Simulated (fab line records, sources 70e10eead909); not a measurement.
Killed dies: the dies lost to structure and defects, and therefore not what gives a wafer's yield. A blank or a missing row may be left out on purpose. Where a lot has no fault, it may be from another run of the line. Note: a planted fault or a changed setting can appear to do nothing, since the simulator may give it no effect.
Comparing a struck lot with a sound one + flow nand_harc + 11 out of 1302 route steps
Sound: these wafers, L193.3, L193.4, L193.5. Struck: wafer L214.5 (left out: L214.2, L214.6 of the same lot, which were not struck); the cause appears at the end.
At each step with rows: each side's tool, then ch and its chambers, then its first start. Under that, the readings that differ: sound wafers + struck wafers + difference of the means + sigmas: that difference in standard deviations of wafers without a fault.
alike: a reading whose means differ by less than 2 such deviations, as well as words and numbers matching on both sides. not compared: withheld readings; readings where some wafer has no value; bounds like >300 that might hide an equal value; numbers whose values overlap and for which the record gives no deviation.
The two part at a step that has a row with sigmas, a row that says differs or no value, or rows on one side only. When numbers do not overlap yet have no deviation, they are printed without sigmas and do not part them. A reading missing from all wafers of one side parts the sides only when that side holds two or more wafers.

first, 1 step without rows for these wafers: NHARC_A_WL_FILL_CVD_23 (deposits poly-Si, target thk 40 nm, time 800 s).
NHARC_A_WL_FILL_ETCHBACK_26: etches the open film in HBr, target depth 52 nm, time 13.3 s.
  sound on rie_si-01 ch 1,3, day 21 05:50; struck on rie_si-03 ch 2, day 30 09:00
  alike: drypump_motor_current_A, oes_product_au, rf_fwd_power_W, throttle_valve_pct
  not compared: rf_hours_counter_h
then, 2 steps without rows for these wafers: NHARC_A_WL_FILL_PRECLEAN_30 (cleans in dHF, time 10 s); NHARC_A_WL_FILL_SRD_14.
NHARC_A_WL_FILL_ALD_19: deposits TiN, target thk 2 nm, pulse time 3 s, ald cycles 100.
  sound on ald_metal-03 ch 0,1,3, day 21 06:08; struck on ald_metal-02 ch 3, day 30 09:16
| reading                    | sound             | struck | difference | sigmas |
|----------------------------|-------------------|--------|------------|--------|
| precursor_pulse_height_rel | 0.986 0.997 0.964 | 1.077  | +0.095     | +4     |
  alike: heater_power_w
NHARC_A_WL_FILL_CVD_20: deposits W, target thk 100 nm, time 74 s.
  sound: cvd_w-01 ch 0,1; struck: cvd_w-02 ch 0
  alike: heater_power_w, mfc_wf6_sccm, throttle_valve_pct
NHARC_A_WL_FILL_CMP_12: polishes, t overpolish 30 s, target thk 100 nm.
  sound on cmp-04 ch 1,2,3, day 21 06:31; struck on cmp-04 ch 3, day 30 09:42
  alike: motor_current_A, overpolish_run_s, time_to_endpoint_s
following that, these wafers have no rows for 1 step: NHARC_A_WL_FILL_SRD_31.
NHARC_A_WL_FILL_INSPECT_15:
  struck on defect_inspect-02, day 30 10:05; sound on defect_inspect-02, day 21 06:58
  alike: raw_defect_count
NHARC_A_CONTACT_DEP_24: deposits SiO2, target thk 500 nm.
  sound on pecvd-03 ch 1,2, day 21 07:10; struck on pecvd-04 ch 0, day 30 10:10
| reading                   | sound             | struck | difference | sigmas |
|---------------------------|-------------------|--------|------------|--------|
| mfc_precursor_sccm (sccm) | 162.4 161.3 162.0 | 137.4  | -24.5      | -49    |
  alike: heater_power_w, rf_fwd_power_W, showerhead_vpp_V, throttle_valve_pct
-- record jumps: 3 days between struck wafers' starts before vs after; left off in module A_CONTACT, resumes in module END, first step shown is number 1302 of the route --
NHARC_END_SORT_01:
  here the record holds rows for the struck wafers (prober-02 ch 0, day 33 14:29) but none for the sound ones

## WHERE THEY PART
First at NHARC_A_WL_FILL_ALD_19; last, within this record, at NHARC_END_SORT_01.

WHY: whatever the simulator had introduced
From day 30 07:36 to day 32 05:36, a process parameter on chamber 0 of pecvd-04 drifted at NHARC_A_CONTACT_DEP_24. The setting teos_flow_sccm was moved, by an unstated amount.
